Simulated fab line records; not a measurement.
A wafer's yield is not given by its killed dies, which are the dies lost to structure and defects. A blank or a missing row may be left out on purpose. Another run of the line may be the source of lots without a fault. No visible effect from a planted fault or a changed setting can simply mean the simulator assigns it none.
Lot-split experiment || flow n5 finfet || route with 1938 steps; 7 lots, 39 wafers read

## THE SPLIT ITSELF
At N5_MOL_CONTACT_COAG_ALD_27 (deposits SiOC, target thk 17 nm, pulse time 1.5 s, time 2720 s), the setting time s was moved away from the recipe's 2720 s on 12 of the 39 wafers read, by -53.7% to +23.3%. For the rest of the wafers, this setting stayed at what the recipe calls for.

The split's own step is where the reading is taken.

## THE READING
SiOC_of_MOL_CONTACT_COAG_ALD_27.thk nm (the simulator's own value, which no gauge read), in nm, at N5_MOL_CONTACT_COAG_ALD_27 (deposits SiOC, target thk 17 nm, pulse time 1.5 s, time 2720 s). There is no usual value for it anywhere in the file. Across the 27 wafers here that went through the recipe, the average is 17.0 nm and the standard deviation 0.086 nm.

{"wafer": "L074.1", "tool, chamber at the split": "ald sin-01, 0,2,1", "time s as run, s": 2720, "against the recipe": "recipe", "SiOC_of_MOL_CONTACT_COAG_ALD_27.thk nm, nm": 17, "against lot-mates on the recipe": "-"}
{"wafer": "L074.3", "tool, chamber at the split": "ald sin-01, 0,2,1", "time s as run, s": 2720, "against the recipe": "recipe", "SiOC_of_MOL_CONTACT_COAG_ALD_27.thk nm, nm": 17, "against lot-mates on the recipe": "-"}
{"wafer": "L074.6", "tool, chamber at the split": "ald sin-01, 0,2,1", "time s as run, s": 2720, "against the recipe": "recipe", "SiOC_of_MOL_CONTACT_COAG_ALD_27.thk nm, nm": 17, "against lot-mates on the recipe": "-"}
{"wafer": "L079.1", "tool, chamber at the split": "ald sin-01, 3", "time s as run, s": 2720, "against the recipe": "recipe", "SiOC_of_MOL_CONTACT_COAG_ALD_27.thk nm, nm": 16.8, "against lot-mates on the recipe": "-"}
{"wafer": "L079.2", "tool, chamber at the split": "ald sin-01, 2,1,0,3,2", "time s as run, s": 2720, "against the recipe": "recipe", "SiOC_of_MOL_CONTACT_COAG_ALD_27.thk nm, nm": 17, "against lot-mates on the recipe": "-"}
{"wafer": "L079.3", "tool, chamber at the split": "ald sin-01, 2,1,0,3,2", "time s as run, s": 2720, "against the recipe": "recipe", "SiOC_of_MOL_CONTACT_COAG_ALD_27.thk nm, nm": 17, "against lot-mates on the recipe": "-"}
{"wafer": "L079.4", "tool, chamber at the split": "ald sin-01, 2,1,0,3,2", "time s as run, s": 2720, "against the recipe": "recipe", "SiOC_of_MOL_CONTACT_COAG_ALD_27.thk nm, nm": 17, "against lot-mates on the recipe": "-"}
{"wafer": "L079.5", "tool, chamber at the split": "ald sin-01, 2,1,0,3,2", "time s as run, s": 2720, "against the recipe": "recipe", "SiOC_of_MOL_CONTACT_COAG_ALD_27.thk nm, nm": 17, "against lot-mates on the recipe": "-"}
{"wafer": "L079.6", "tool, chamber at the split": "ald sin-01, 2,1,0,3,2", "time s as run, s": 2720, "against the recipe": "recipe", "SiOC_of_MOL_CONTACT_COAG_ALD_27.thk nm, nm": 17, "against lot-mates on the recipe": "-"}
{"wafer": "L084.1", "tool, chamber at the split": "ald sin-01, 0,1,3", "time s as run, s": 2720, "against the recipe": "recipe", "SiOC_of_MOL_CONTACT_COAG_ALD_27.thk nm, nm": 17, "against lot-mates on the recipe": "-"}
{"wafer": "L084.3", "tool, chamber at the split": "ald sin-01, 0,1,3", "time s as run, s": 2720, "against the recipe": "recipe", "SiOC_of_MOL_CONTACT_COAG_ALD_27.thk nm, nm": 17, "against lot-mates on the recipe": "-"}
{"wafer": "L084.4", "tool, chamber at the split": "ald sin-01, 0,1,3", "time s as run, s": 2720, "against the recipe": "recipe", "SiOC_of_MOL_CONTACT_COAG_ALD_27.thk nm, nm": 17, "against lot-mates on the recipe": "-"}
{"wafer": "L084.2", "tool, chamber at the split": "ald sin-01, 2,2,1", "time s as run, s": 1647, "against the recipe": "-39.4%", "SiOC_of_MOL_CONTACT_COAG_ALD_27.thk nm, nm": 10.2, "against lot-mates on the recipe": -6.8}
{"wafer": "L084.5", "tool, chamber at the split": "ald sin-01, 2,2,1", "time s as run, s": 1647, "against the recipe": "-39.4%", "SiOC_of_MOL_CONTACT_COAG_ALD_27.thk nm, nm": 10.2, "against lot-mates on the recipe": -6.8}
{"wafer": "L084.6", "tool, chamber at the split": "ald sin-01, 2,2,1", "time s as run, s": 1647, "against the recipe": "-39.4%", "SiOC_of_MOL_CONTACT_COAG_ALD_27.thk nm, nm": 10.2, "against lot-mates on the recipe": -6.8}
{"wafer": "L086.1", "tool, chamber at the split": "ald sin-03, 3,2,1", "time s as run, s": 2720, "against the recipe": "recipe", "SiOC_of_MOL_CONTACT_COAG_ALD_27.thk nm, nm": 17, "against lot-mates on the recipe": "-"}
{"wafer": "L086.5", "tool, chamber at the split": "ald sin-03, 3,2,1", "time s as run, s": 2720, "against the recipe": "recipe", "SiOC_of_MOL_CONTACT_COAG_ALD_27.thk nm, nm": 17, "against lot-mates on the recipe": "-"}
{"wafer": "L086.6", "tool, chamber at the split": "ald sin-03, 3,2,1", "time s as run, s": 2720, "against the recipe": "recipe", "SiOC_of_MOL_CONTACT_COAG_ALD_27.thk nm, nm": 17, "against lot-mates on the recipe": "-"}
{"wafer": "L086.2", "tool, chamber at the split": "ald sin-03, 1", "time s as run, s": 1259, "against the recipe": "-53.7%", "SiOC_of_MOL_CONTACT_COAG_ALD_27.thk nm, nm": 7.8, "against lot-mates on the recipe": -9.2}
{"wafer": "L086.3", "tool, chamber at the split": "ald sin-03, 2,0", "time s as run, s": 1259, "against the recipe": "-53.7%", "SiOC_of_MOL_CONTACT_COAG_ALD_27.thk nm, nm": 8, "against lot-mates on the recipe": -9.0}
{"wafer": "L086.4", "tool, chamber at the split": "ald sin-03, 2,0", "time s as run, s": 1259, "against the recipe": "-53.7%", "SiOC_of_MOL_CONTACT_COAG_ALD_27.thk nm, nm": 8, "against lot-mates on the recipe": -9.0}
{"wafer": "L088.1", "tool, chamber at the split": "ald sin-01, 1,2", "time s as run, s": 2720, "against the recipe": "recipe", "SiOC_of_MOL_CONTACT_COAG_ALD_27.thk nm, nm": 17, "against lot-mates on the recipe": "-"}
{"wafer": "L088.3", "tool, chamber at the split": "ald sin-01, 1,2", "time s as run, s": 2720, "against the recipe": "recipe", "SiOC_of_MOL_CONTACT_COAG_ALD_27.thk nm, nm": 17, "against lot-mates on the recipe": "-"}
{"wafer": "L088.2", "tool, chamber at the split": "ald sin-01, 3,0,1", "time s as run, s": 3334, "against the recipe": "+22.6%", "SiOC_of_MOL_CONTACT_COAG_ALD_27.thk nm, nm": 17, "against lot-mates on the recipe": "+0.1"}
{"wafer": "L088.5", "tool, chamber at the split": "ald sin-01, 3,0,1", "time s as run, s": 3334, "against the recipe": "+22.6%", "SiOC_of_MOL_CONTACT_COAG_ALD_27.thk nm, nm": 17, "against lot-mates on the recipe": "+0.1"}
{"wafer": "L088.6", "tool, chamber at the split": "ald sin-01, 3,0,1", "time s as run, s": 3334, "against the recipe": "+22.6%", "SiOC_of_MOL_CONTACT_COAG_ALD_27.thk nm, nm": 17, "against lot-mates on the recipe": "+0.1"}
{"wafer": "L088.4", "tool, chamber at the split": "ald sin-01, 0", "time s as run, s": 2720, "against the recipe": "recipe", "SiOC_of_MOL_CONTACT_COAG_ALD_27.thk nm, nm": 16.8, "against lot-mates on the recipe": "-"}
{"wafer": "L090.1", "tool, chamber at the split": "ald sin-01, 0,2,1", "time s as run, s": 2720, "against the recipe": "recipe", "SiOC_of_MOL_CONTACT_COAG_ALD_27.thk nm, nm": 17, "against lot-mates on the recipe": "-"}
{"wafer": "L090.2", "tool, chamber at the split": "ald sin-01, 0,2,1", "time s as run, s": 2720, "against the recipe": "recipe", "SiOC_of_MOL_CONTACT_COAG_ALD_27.thk nm, nm": 17, "against lot-mates on the recipe": "-"}
{"wafer": "L090.4", "tool, chamber at the split": "ald sin-01, 0,2,1", "time s as run, s": 2720, "against the recipe": "recipe", "SiOC_of_MOL_CONTACT_COAG_ALD_27.thk nm, nm": 17, "against lot-mates on the recipe": "-"}
{"wafer": "L090.3", "tool, chamber at the split": "ald sin-01, 3,1,0", "time s as run, s": 3354, "against the recipe": "+23.3%", "SiOC_of_MOL_CONTACT_COAG_ALD_27.thk nm, nm": 17, "against lot-mates on the recipe": "+0.0"}
{"wafer": "L090.5", "tool, chamber at the split": "ald sin-01, 3,1,0", "time s as run, s": 3354, "against the recipe": "+23.3%", "SiOC_of_MOL_CONTACT_COAG_ALD_27.thk nm, nm": 17, "against lot-mates on the recipe": "+0.0"}
{"wafer": "L090.6", "tool, chamber at the split": "ald sin-01, 3,1,0", "time s as run, s": 3354, "against the recipe": "+23.3%", "SiOC_of_MOL_CONTACT_COAG_ALD_27.thk nm, nm": 17, "against lot-mates on the recipe": "+0.0"}
{"wafer": "L093.1", "tool, chamber at the split": "ald sin-04, 1,2,1", "time s as run, s": 2720, "against the recipe": "recipe", "SiOC_of_MOL_CONTACT_COAG_ALD_27.thk nm, nm": 17.2, "against lot-mates on the recipe": "-"}
{"wafer": "L093.2", "tool, chamber at the split": "ald sin-04, 1,2,1", "time s as run, s": 2720, "against the recipe": "recipe", "SiOC_of_MOL_CONTACT_COAG_ALD_27.thk nm, nm": 17.2, "against lot-mates on the recipe": "-"}
{"wafer": "L093.5", "tool, chamber at the split": "ald sin-04, 1,2,1", "time s as run, s": 2720, "against the recipe": "recipe", "SiOC_of_MOL_CONTACT_COAG_ALD_27.thk nm, nm": 17.2, "against lot-mates on the recipe": "-"}
{"wafer": "L093.3", "tool, chamber at the split": "ald sin-04, 0,3,2", "time s as run, s": 2720, "against the recipe": "recipe", "SiOC_of_MOL_CONTACT_COAG_ALD_27.thk nm, nm": 17, "against lot-mates on the recipe": "-"}
{"wafer": "L093.4", "tool, chamber at the split": "ald sin-04, 0,3,2", "time s as run, s": 2720, "against the recipe": "recipe", "SiOC_of_MOL_CONTACT_COAG_ALD_27.thk nm, nm": 17, "against lot-mates on the recipe": "-"}
{"wafer": "L093.6", "tool, chamber at the split": "ald sin-04, 0,3,2", "time s as run, s": 2720, "against the recipe": "recipe", "SiOC_of_MOL_CONTACT_COAG_ALD_27.thk nm, nm": 17, "against lot-mates on the recipe": "-"}
If several chambers appear in one row, that row covers several wafers at once and the file leaves open which wafer was in which chamber.

THE FIT
A straight line over all 39 wafers: SiOC_of_MOL_CONTACT_COAG_ALD_27.thk nm changes by +0.131 nm for each +1% of time s; r = +0.91; the points scatter about the line by 1.2 nm.
The same after taking each lot's own level away (the mean of its wafers on the recipe; 39 wafers): +0.131 nm for each +1%; r = +0.92; scatter 1.2 nm.
That fit puts the effect of the largest move of time s on the reading at 7.1 nm.
Measured against the standard deviation above, the lots' own levels, which go from 16.93 to 17.10 nm, span 1.9 times it.
The two slopes agree, so the slope changes little with the lot-to-lot level.
Check: with one of the wafers moved furthest among these (-53.7%) left out of the fit, the line predicts -7.48 nm for it against its lot-mates. It came out at -9.2 nm against them.

## THESE WAFERS: OTHER SPLITS
These wafers also went through other splits before the reading. Each is held against what the fit with the lots' levels taken away leaves over:
{"other split on the same wafers": "N5_FIN_SAQP_HM_DEP_03 time s", "wafers away from the commonest value": 15, "r with SiOC_of_MOL_CONTACT_COAG_ALD_27.thk nm (lot level and that fit taken away)": -0.04}

## THE FILE'S OWN FIT
SiOC_of_MOL_CONTACT_COAG_ALD_27.thk nm changes by +0.138 nm for each +1% of time s, r = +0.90.
